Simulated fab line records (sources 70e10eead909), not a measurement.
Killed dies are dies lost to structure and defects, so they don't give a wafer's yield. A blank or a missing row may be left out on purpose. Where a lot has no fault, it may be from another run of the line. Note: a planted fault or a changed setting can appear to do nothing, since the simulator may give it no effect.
The tool behind it: which one?    flow nand harc    39 wafers from 13 lots sampled at 5 of the route's 1302 steps

== WHAT EACH GAUGE READ, for each wafer ==
NHARC_END_SORT_01.
lot   measured      on         killed at array  killed at other  killed at periphery  killed dies  killed open  killed short
L928  day 24 10:16  prober-01  41 46 47         1 0 0            1 1 3                43 47 50     4 1 7        2 3 2
L935  day 28 02:10  prober-02  63 45 72         2 2 0            4 3 2                69 50 74     4 5 4        3 2 3
L938  day 29 04:23  prober-02  112 86 84        1 1 0            2 2 4                115 89 88    1 4 2        0 1 1

== EACH LOT AND THE TOOL THAT RAN IT (in order: tool; ch and the chambers of the sampled wafers; start) ==
lot   NHARC_A_CHANNEL_FILL_D2_ALD_02    NHARC_A_CHANNEL_FILL_D2_ALD_25    NHARC_A_CHANNEL_FILL_D2_CMP_10  NHARC_A_STAIRCASE_DEP_156
L927  ald hk-04 ch 0,1,2, day 13 17:52  ald hk-01 ch 0,1,3, day 15 09:56  cmp-01 ch 1,2,3, day 15 20:29   pecvd-04 ch 0,2, day 15 21:08
L928  ald hk-04 ch 0,2,3, day 13 18:46  ald hk-04 ch 0,1,2, day 15 09:20  cmp-04 ch 0,1,2, day 15 20:26   pecvd-02 ch 0, day 15 21:07
L931  ald hk-04 ch 0,2,3, day 15 01:22  ald hk-03 ch 1,2, day 16 12:36    cmp-02 ch 0,1,3, day 16 23:18   pecvd-01 ch 0,1,2, day 17 00:08
L932  ald hk-04 ch 0,1,2, day 15 19:13  ald hk-04 ch 2,3, day 17 06:36    cmp-04 ch 0,1, day 17 17:53     pecvd-01 ch 0,1,2, day 17 18:37
L935  ald hk-01 ch 0,1,3, day 17 10:52  ald hk-01 ch 0,1,2, day 19 01:01  cmp-01 ch 1,2,3, day 19 12:20   pecvd-01 ch 0,1, day 19 13:01
L939  ald hk-01 ch 0,1,2, day 17 20:10  ald hk-01 ch 0,2,3, day 19 05:50  cmp-01 ch 0,1,2, day 19 17:59   pecvd-01 ch 0,1, day 19 18:41
L938  ald hk-04 ch 0,2,3, day 18 01:43  ald hk-03 ch 0,1,2, day 19 19:01  cmp-02 ch 1,2, day 20 05:07     pecvd-01 ch 0,1, day 20 05:50
L942  ald hk-04 ch 0,1,2, day 19 16:19  ald hk-03 ch 0,2,3, day 21 05:44  cmp-01 ch 0,2, day 21 15:36     pecvd-02 ch 1,2, day 21 16:19
L941  ald hk-04 ch 1,2,3, day 19 17:04  ald hk-04 ch 0,1,2, day 21 04:16  cmp-02 ch 0,1,2, day 21 15:34   pecvd-04 ch 0,2, day 21 16:15
L946  ald hk-03 ch 2,3, day 21 01:39    ald hk-03 ch 0,3, day 22 20:56    cmp-04 ch 2,3, day 23 07:14     pecvd-02 ch 1,2, day 23 07:56
L947  ald hk-04 ch 0,2,3, day 21 17:58  ald hk-04 ch 0,1,3, day 23 10:09  cmp-02 ch 0,1, day 23 20:18     pecvd-01 ch 0,1, day 23 21:01
L948  ald hk-03 ch 0,1,3, day 22 09:35  ald hk-04 ch 1,2,3, day 23 22:29  cmp-02 ch 0,2, day 24 09:13     pecvd-02 ch 0,2, day 24 09:56
L950  ald hk-01 ch 0,1, day 23 08:46    ald hk-01 ch 1,2,3, day 24 23:57  cmp-02 ch 1,2,3, day 25 10:14   pecvd-01 ch 0,2, day 25 10:56
- NHARC_A_CHANNEL_FILL_D2_ALD_02: deposits SiO2, target thk 6 nm, pulse time 10 s, ald cycles 60.
- NHARC_A_CHANNEL_FILL_D2_ALD_25: deposits SiOx, target thk 60 nm, pulse time 10 s, ald cycles 600.
- NHARC_A_CHANNEL_FILL_D2_CMP_10: polishes, target thk 150 nm.
- NHARC_A_STAIRCASE_DEP_156: deposits SiNx, target thk 50 nm.

== AS READ BY THE TOOLS THEMSELVES (means over the sampled wafers that have a number; for cases with no such wafer, the mark the record gives instead) ==
NHARC_A_CHANNEL_FILL_D2_ALD_02.
lot   tool       heater power outer w (W)  heater power w (W)  precursor pulse height rel
L927  ald hk-04  262                       470                 0.991
L928  ald hk-04  263                       464                 1.005
L931  ald hk-04  266                       463                 1.003
L932  ald hk-04  268                       467                 1.023
L935  ald hk-01  255                       469                 0.984
L939  ald hk-01  246                       455                 0.990
L938  ald hk-04  270                       460                 1.000
L942  ald hk-04  264                       461                 0.985
L941  ald hk-04  241                       438                 0.998
L946  ald hk-03  241                       440                 1.027
L947  ald hk-04  269                       461                 0.995
L948  ald hk-03  259                       468                 0.999
L950  ald hk-01  263                       477                 1.006

NHARC_A_CHANNEL_FILL_D2_ALD_25.
lot   tool       heater power outer w (W)  heater power w (W)  precursor pulse height rel
L927  ald hk-01  259                       468                 0.989
L928  ald hk-04  266                       467                 0.997
L931  ald hk-03  277                       489                 0.990
L932  ald hk-04  256                       460                 1.015
L935  ald hk-01  245                       452                 0.991
L939  ald hk-01  235                       426                 1.002
L938  ald hk-03  265                       478                 0.993
L942  ald hk-03  250                       466                 1.022
L941  ald hk-04  265                       467                 0.989
L946  ald hk-03  252                       450                 1.014
L947  ald hk-04  251                       428                 0.996
L948  ald hk-04  244                       444                 1.002
L950  ald hk-01  250                       451                 0.992

NHARC_A_CHANNEL_FILL_D2_CMP_10.
lot   tool    motor current A (A)  slurry flow ml min  time to endpoint s (s)
L927  cmp-01  12.0                 150.1               13.1
L928  cmp-04  11.5                 149.4               19.1
L931  cmp-02  13.0                 149.9               13.7
L932  cmp-04  11.8                 150.3               15.5
L935  cmp-01  12.2                 149.8               14.3
L939  cmp-01  12.9                 149.6               14.3
L938  cmp-02  11.8                 149.8               16.2
L942  cmp-01  13.0                 150.7               16.1
L941  cmp-02  11.0                 150.5               14.1
L946  cmp-04  10.9                 150.1               16.9
L947  cmp-02  11.9                 150.3               15.9
L948  cmp-02  10.4                 149.6               13.6
L950  cmp-02  12.3                 149.6               14.7

NHARC_A_STAIRCASE_DEP_156.
lot   tool      heater power outer w (W)  heater power w (W)  rf fwd power W (W)
L927  pecvd-04  453                       762                 446.5
L928  pecvd-02  408                       753                 447.1
L931  pecvd-01  500                       796                 449.0
L932  pecvd-01  466                       749                 447.4
L935  pecvd-01  444                       734                 449.0
L939  pecvd-01  494                       759                 496.1
L938  pecvd-01  458                       748                 472.4
L942  pecvd-02  515                       833                 449.2
L941  pecvd-04  441                       753                 448.5
L946  pecvd-02  479                       792                 448.0
L947  pecvd-01  450                       694                 448.9
L948  pecvd-02  379                       679                 448.4
L950  pecvd-01  437                       749                 448.6

== THE ANSWER, worked out from the rows above alone ==
Rule: usual is defined by the lots themselves. Put in order of their means at a reading, lots are off if they are a third of the lots or fewer, leave a main group of 4 or more, and stand apart from it by a gap of 3 or more times the standard deviation of the main group's means; of several such gaps the widest counts. If all means in a main group match to the digits the tables above print for the reading, that group is not used. Also off: a lot with no number at a reading for which 4 or more lots have one. Any other lot the step has rows for is counted as sound. First the gauges in route order, then the tools' own readings, where a lot's mean is used as printed above. At the first step where some lot is off, the reading lying furthest off is the one used; lots without a number count as furthest.
Off: L939, L938 (NHARC_A_STAIRCASE_DEP_156, rf fwd power W). Mean 448.2 W and standard deviation 0.84 in the main group.
A tool fits if, at that step or a process step before it, it ran every lot that is off, and no sound lot after the first of them. No candidate that was tried fits.

== WHAT WAS PUT IN BY THE SIMULATOR ==
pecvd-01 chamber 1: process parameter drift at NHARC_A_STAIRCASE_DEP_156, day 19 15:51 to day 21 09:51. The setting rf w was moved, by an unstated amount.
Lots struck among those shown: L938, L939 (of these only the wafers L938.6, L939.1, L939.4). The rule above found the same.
